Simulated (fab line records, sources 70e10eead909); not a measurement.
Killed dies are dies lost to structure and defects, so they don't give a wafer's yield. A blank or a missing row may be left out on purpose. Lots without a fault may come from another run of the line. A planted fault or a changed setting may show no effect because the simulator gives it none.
Chamber matching | flow nand_harc | NHARC_P_CONTACT_CMP_24 on cmp-04: 4 sister chambers
The step polishes, t overpolish 30 s, target thk 200 nm. 4 wafers are shown with their chamber, then 7 later ones without.

WAFERS WITH THEIR CHAMBER
wafer  | chamber | motor_current_A (A)
L092.1 | 3       | 12.0
L092.3 | 1       | 11.2
L094.1 | 0       | 12.2
L094.2 | 2       | 13.0

WAFERS WITHOUT THEIR CHAMBER
wafer  | motor_current_A (A)
L094.3 | 12.1
L095.1 | 10.9
L095.4 | 13.4
L095.6 | 11.3
L097.2 | 13.6
L097.3 | 10.7
L097.5 | 14.5

WHICH CHAMBER EACH WENT THROUGH
wafer  | from the rows above               | in truth
L094.3 | can't be placed: 0 or 3 or 1 or 2 | 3
L095.1 | can't be placed: 1 or 3 or 0      | 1
L095.4 | can't be placed: 2 or 0 or 3      | 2
L095.6 | can't be placed: 1 or 3 or 0      | 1
L097.2 | can't be placed: 2 or 0 or 3      | 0
L097.3 | can't be placed: 1 or 3 or 0      | 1
L097.5 | can't be placed: 2 or 0 or 3      | 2
Placed correctly: 0 of 7. Can't be placed from these rows: 7 (the true chamber is among the candidates in 7). Placed wrongly: 0.
How it was worked out, from the rows above alone: a wafer's distance from a chamber is the root of the sum, over the readings, of the square of ((its reading less the chamber's mean) divided by the reading's scatter). The wafer belongs to the nearest chamber; if the next one is less than 2 further off, it can't be placed. A chamber's mean is the mean of its shown wafers. The scatter: with one shown wafer a chamber, the root of the mean of the squares of how far each hidden wafer lies from its nearest shown one.
